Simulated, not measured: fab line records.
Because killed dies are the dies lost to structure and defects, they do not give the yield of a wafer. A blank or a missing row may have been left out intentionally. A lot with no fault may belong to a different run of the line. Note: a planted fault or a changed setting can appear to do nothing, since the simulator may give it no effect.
Split-lot trial | flow n5_finfet | on a route of 1938 steps: 7 lots, 39 wafers read

== SPLIT DETAILS ==
At N5_BEOL_M6_HM_DEP_02 (deposits TiN, target thk 20 nm), the setting target_thk_a was moved away from the recipe's 200 angstrom on 9 of the 39 wafers read, by -40.9% to +32.7%. This setting was run at the recipe's value on the other wafers.

== FROM THE SPLIT TO THE READING: what the file shows between them, 8 steps ==
- N5_BEOL_M6_COAT_59: time 60 s, resist thk 100 nm
- N5_BEOL_M6_COAT_60: time 60 s, resist thk 35 nm
- N5_BEOL_M6_STRIP_68: strips in N2/H2
- N5_BEOL_M6_STRIP_67: strips in CF4
- N5_BEOL_M6_HM_OPEN_17: chemistry Cl2/BCl3, target TiN, target depth 20 nm, overetch 6 nm
- N5_BEOL_M6_STRIP_19: strips in O2
- N5_BEOL_M6_STRIP_76: strips in C4F6/O2
- N5_BEOL_M6_STRIP_36: strips in N2/H2

== THE READING ==
TiN_of_BEOL_M6_HM_DEP_02.thk_nm (the simulator's own value, which no gauge read), in nm, at N5_BEOL_M6_TRENCH_ETCH_37 (etches SiCOH lowk in C4F6/O2, target depth 94.435 nm, time 31.5 s). The file gives no usual value for it. Across the 30 wafers here that went through the recipe, the average is 17.4 nm and the standard deviation 0.16 nm.

wafer  | tool, chamber at the split | target_thk_a as run, angstrom | against the recipe | TiN_of_BEOL_M6_HM_DEP_02.thk_nm, nm | against lot-mates on the recipe
L074.1 | pvd_sputter-02, -          | 200                           | recipe             | 17.6                                | -
L074.2 | pvd_sputter-02, -          | 118.1                         | -40.9%             | 9.4                                 | -8.0
L074.3 | pvd_sputter-02, -          | 118.1                         | -40.9%             | 9.2                                 | -8.2
L074.6 | pvd_sputter-02, -          | 118.1                         | -40.9%             | 9.2                                 | -8.2
L074.4 | pvd_sputter-02, -          | 200                           | recipe             | 17.4                                | -
L074.5 | pvd_sputter-02, -          | 200                           | recipe             | 17.2                                | -
L078.1 | pvd_sputter-02, -          | 200                           | recipe             | 17.2                                | -
L078.2 | pvd_sputter-02, -          | 200                           | recipe             | 17.6                                | -
L078.4 | pvd_sputter-02, -          | 200                           | recipe             | 17.6                                | -
L078.3 | pvd_sputter-02, -          | 200                           | recipe             | 17.4                                | -
L078.5 | pvd_sputter-02, -          | 200                           | recipe             | 17.4                                | -
L078.6 | pvd_sputter-02, -          | 200                           | recipe             | 17.4                                | -
L081.1 | pvd_sputter-01, -          | 200                           | recipe             | 17.6                                | -
L081.2 | pvd_sputter-01, -          | 200                           | recipe             | 17.4                                | -
L081.3 | pvd_sputter-01, -          | 200                           | recipe             | 17.4                                | -
L081.6 | pvd_sputter-01, -          | 200                           | recipe             | 17.4                                | -
L081.4 | pvd_sputter-01, -          | 200                           | recipe             | 17.2                                | -
L081.5 | pvd_sputter-01, -          | 200                           | recipe             | 17.2                                | -
L080.1 | pvd_sputter-01, -          | 200                           | recipe             | 17.2                                | -
L080.3 | pvd_sputter-01, -          | 200                           | recipe             | 17.2                                | -
L080.4 | pvd_sputter-01, -          | 200                           | recipe             | 17.2                                | -
L080.5 | pvd_sputter-01, -          | 200                           | recipe             | 17.2                                | -
L080.6 | pvd_sputter-01, -          | 200                           | recipe             | 17.2                                | -
L080.2 | pvd_sputter-01, -          | 200                           | recipe             | 17.6                                | -
L082.3 | pvd_sputter-01, -          | 200                           | recipe             | 17.2                                | -
L082.4 | pvd_sputter-01, -          | 200                           | recipe             | 17.2                                | -
L082.5 | pvd_sputter-01, -          | 200                           | recipe             | 17.2                                | -
L083.1 | pvd_sputter-02, -          | 200                           | recipe             | 17.4                                | -
L083.2 | pvd_sputter-02, -          | 200                           | recipe             | 17.6                                | -
L083.5 | pvd_sputter-02, -          | 200                           | recipe             | 17.6                                | -
L083.3 | pvd_sputter-02, -          | 234.1                         | +17.0%             | 21                                  | +3.5
L083.4 | pvd_sputter-02, -          | 234.1                         | +17.0%             | 21                                  | +3.5
L083.6 | pvd_sputter-02, -          | 234.1                         | +17.0%             | 21.2                                | +3.7
L097.1 | pvd_sputter-02, -          | 200                           | recipe             | 17.4                                | -
L097.2 | pvd_sputter-02, -          | 265.4                         | +32.7%             | 23.6                                | +6.3
L097.3 | pvd_sputter-02, -          | 200                           | recipe             | 17.2                                | -
L097.5 | pvd_sputter-02, -          | 200                           | recipe             | 17.2                                | -
L097.4 | pvd_sputter-02, -          | 265.4                         | +32.7%             | 24.4                                | +7.1
L097.6 | pvd_sputter-02, -          | 265.4                         | +32.7%             | 24.6                                | +7.3

THE FIT
A straight line over all 39 wafers: TiN_of_BEOL_M6_HM_DEP_02.thk_nm changes by +0.203 nm for each +1% of target_thk_a; r = +1.00; the points scatter about the line by 0.22 nm.
The same after taking each lot's own level away (the mean of its wafers on the recipe; 39 wafers): +0.204 nm for each +1%; r = +1.00; scatter 0.19 nm.
Per that fit: largest target_thk_a move, reading shift of 8.4 nm.
The lots' own levels span 17.20 to 17.53 nm, that is 2.1 times the standard deviation above.
The two slopes are in agreement: the lot-to-lot level therefore moves the slope only a little.
Check: for one of the wafers moved furthest among these (-40.9%), held out of the fit, the line's prediction against its lot-mates is -8.4 nm. Against them it came out at -8 nm.

== THE OTHER SPLITS THESE WAFERS WENT THROUGH ==
These wafers also went through other splits before the reading. Each is held against what the fit with the lots' levels taken away leaves over:
other split on the same wafers           | wafers away from the commonest value | r with TiN_of_BEOL_M6_HM_DEP_02.thk_nm (lot level and that fit taken away)
N5_BEOL_M2_TRENCH_ETCH_37 target_depth_a | 15                                   | -0.07
N5_BEOL_M4_ILD_DEP_00 time_s             | 15                                   | -0.17

== THE WHOLE CHAIN: every reading that the file lists as answering this split, in the file's order ==
step                      | what it does                                                      | reading                                                                          | change (the file's fit)               | r (the file's)
N5_BEOL_M6_HM_DEP_02      | deposits TiN, target thk 20 nm                                    | TiN_of_BEOL_M6_HM_DEP_02.thk_nm (the simulator's own value, which no gauge read) | +0.206 nm for each +1% of the setting | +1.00
N5_BEOL_M6_HM_OPEN_17     | chemistry Cl2/BCl3, target TiN, target depth 20 nm, overetch 6 nm | etch.depth_nm (the simulator's own value, which no gauge read)                   | +0.2 nm for each +1% of the setting   | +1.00
N5_BEOL_M6_TRENCH_ETCH_37 | etches SiCOH lowk in C4F6/O2, target depth 94.435 nm, time 31.5 s | TiN_of_BEOL_M6_HM_DEP_02.thk_nm (the simulator's own value, which no gauge read) | +0.204 nm for each +1% of the setting | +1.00

== THE FILE'S OWN FIT ==
TiN_of_BEOL_M6_HM_DEP_02.thk_nm changes by +0.204 nm for each +1% of target_thk_a, r = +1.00.
